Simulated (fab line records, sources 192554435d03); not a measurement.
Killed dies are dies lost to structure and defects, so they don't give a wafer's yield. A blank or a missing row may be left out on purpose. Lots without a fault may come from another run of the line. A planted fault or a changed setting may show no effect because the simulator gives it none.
Chamber matching | flow n5_finfet | N5_FIN_SAQP_SPACER2_ETCHBACK_29 on rie_diel-04: 4 sister chambers
The step etches SiO2 in CHF3/O2, target depth 12.2 nm, time 6.1 s. 18 wafers are shown with their chamber, then 9 later ones without.

WAFERS WITH THEIR CHAMBER
wafer  | chamber | showerhead_plenum_p_Torr (Torr) | rf_vpp_V (V) | throttle_valve_pct (%)
L075.1 | 1       | 2.47                            | 518          | 18.81
L075.2 | 0       | 2.50                            | 549          | 19.25
L075.4 | 2       | 2.54                            | 546          | 18.87
L077.2 | 0       | 2.50                            | 549          | 19.24
L077.5 | 2       | 2.54                            | 548          | 18.87
L077.6 | 1       | 2.47                            | 518          | 18.81
L079.3 | 0       | 2.50                            | 548          | 19.25
L079.4 | 1       | 2.47                            | 516          | 18.81
L079.6 | 1       | 2.47                            | 518          | 18.81
L080.1 | 1       | 2.47                            | 517          | 18.82
L080.3 | 2       | 2.54                            | 547          | 18.89
L080.4 | 0       | 2.50                            | 547          | 19.26
L081.2 | 2       | 2.53                            | 546          | 18.89
L081.3 | 3       | 2.39                            | 480          | 19.07
L081.5 | 3       | 2.39                            | 480          | 19.10
L082.3 | 3       | 2.39                            | 481          | 19.10
L082.4 | 2       | 2.53                            | 546          | 18.89
L082.6 | 2       | 2.53                            | 546          | 18.90

SIGNATURES (means of the wafers above)
reading                  | chamber 0 | chamber 1 | chamber 2 | chamber 3 | scatter within a chamber
showerhead_plenum_p_Torr | 2.5000    | 2.4700    | 2.5350    | 2.3900    | 0.00327
rf_vpp_V                 | 548.25    | 517.40    | 546.50    | 480.33    | 0.85
throttle_valve_pct       | 19.2500   | 18.8120   | 18.8850   | 19.0900   | 0.0108
Rule: a wafer's distance from a chamber is the root of the sum, over the readings, of the square of ((its reading less the chamber's mean) divided by the reading's scatter). The wafer belongs to the nearest chamber; if the next one is less than 2 further off, it can't be placed. The scatter: the root of (the sum of the squares of (reading less its chamber's mean) over the shown wafers, divided by (wafers less chambers)).

WAFERS WITHOUT THEIR CHAMBER
wafer  | showerhead_plenum_p_Torr (Torr) | rf_vpp_V (V) | throttle_valve_pct (%)
L085.1 | 2.39                            | 480          | 19.09
L085.2 | 2.46                            | 517          | 18.83
L085.6 | 2.53                            | 546          | 18.91
L092.1 | 2.46                            | 517          | 18.86
L092.3 | 2.38                            | 481          | 19.14
L092.4 | 2.49                            | 548          | 19.32
L096.4 | 2.52                            | 545          | 18.93
L096.5 | 2.38                            | 480          | 19.14
L096.6 | 2.48                            | 548          | 19.31

WHICH CHAMBER EACH WENT THROUGH
wafer  | from the rows above | in truth
L085.1 | 3                   | 3
L085.2 | 1                   | 1
L085.6 | 2                   | 2
L092.1 | 1                   | 1
L092.3 | 3                   | 3
L092.4 | 0                   | 0
L096.4 | 2                   | 2
L096.5 | 3                   | 3
L096.6 | 0                   | 0
Placed correctly: 9 of 9. Can't be placed from these rows: 0. Placed wrongly: 0.
